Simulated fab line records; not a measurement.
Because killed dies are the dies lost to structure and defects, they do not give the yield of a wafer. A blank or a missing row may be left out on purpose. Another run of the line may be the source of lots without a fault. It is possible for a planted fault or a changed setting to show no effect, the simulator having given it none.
Chamber matching -- flow n5Finfet -- N5_BEOL_M5_CURE_79 on uvCure-03: 3 sister chambers
The step cures SiCOH lowk, time 240 s. 14 wafers are shown with their chamber, then 7 later ones without.

## WAFERS WITH THEIR CHAMBER
wafer,chamber,wafer_temp_C_max,lampPowerPct (%)
L074.1,0,387.2,52.29
L074.3,0,388.0,52.24
L074.5,0,389.7,52.40
L075.2,1,387.1,52.36
L075.4,1,386.5,52.36
L075.5,1,387.2,52.30
L095.2,0,387.5,52.34
L095.5,0,387.5,52.25
L095.6,0,387.3,52.36
L090.1,2,385.8,52.26
L090.3,2,385.8,52.30
L090.6,2,385.4,52.31
L092.2,1,387.2,52.25
L092.4,1,387.0,52.27

SIGNATURES (averages over the wafers above)
reading,chamber 0,chamber 1,chamber 2,scatter within a chamber
wafer_temp_C_max,387.867,387.000,385.667,0.665
lampPowerPct,52.3133,52.3080,52.2900,0.0539
Rule: a wafer lies at a distance from a chamber equal to the root of the sum of squares, over the readings, of (its reading less the chamber's mean, divided by the reading's scatter). If the next closest chamber is less than 2 further off than the closest, the wafer can't be placed; otherwise it belongs to the closest. The scatter: take each reading less its chamber's mean, square it, sum over the shown wafers, divide by the number of wafers less the number of chambers, and take the root.

## WAFERS WHOSE CHAMBER IS MISSING
wafer,wafer_temp_C_max,lampPowerPct (%)
L092.6,387.8,52.31
L093.2,387.9,52.33
L093.3,388.9,52.26
L093.6,387.6,52.31
L097.1,386.8,52.29
L097.3,386.7,52.50
L097.6,386.3,52.26

## WHICH CHAMBER EACH ONE RAN IN
wafer,from the rows above,in truth
L092.6,can't be placed: 0 or 1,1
L093.2,can't be placed: 0 or 1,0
L093.3,can't be placed: 0 or 1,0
L093.6,can't be placed: 0 or 1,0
L097.1,can't be placed: 1 or 0 or 2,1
L097.3,can't be placed: 1 or 0 or 2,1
L097.6,can't be placed: 2 or 1 or 0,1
Correct placement for 0 of the 7. Cannot be placed on the basis of these rows: 7; the candidates contain the true chamber in 7. Placed wrongly: 0.
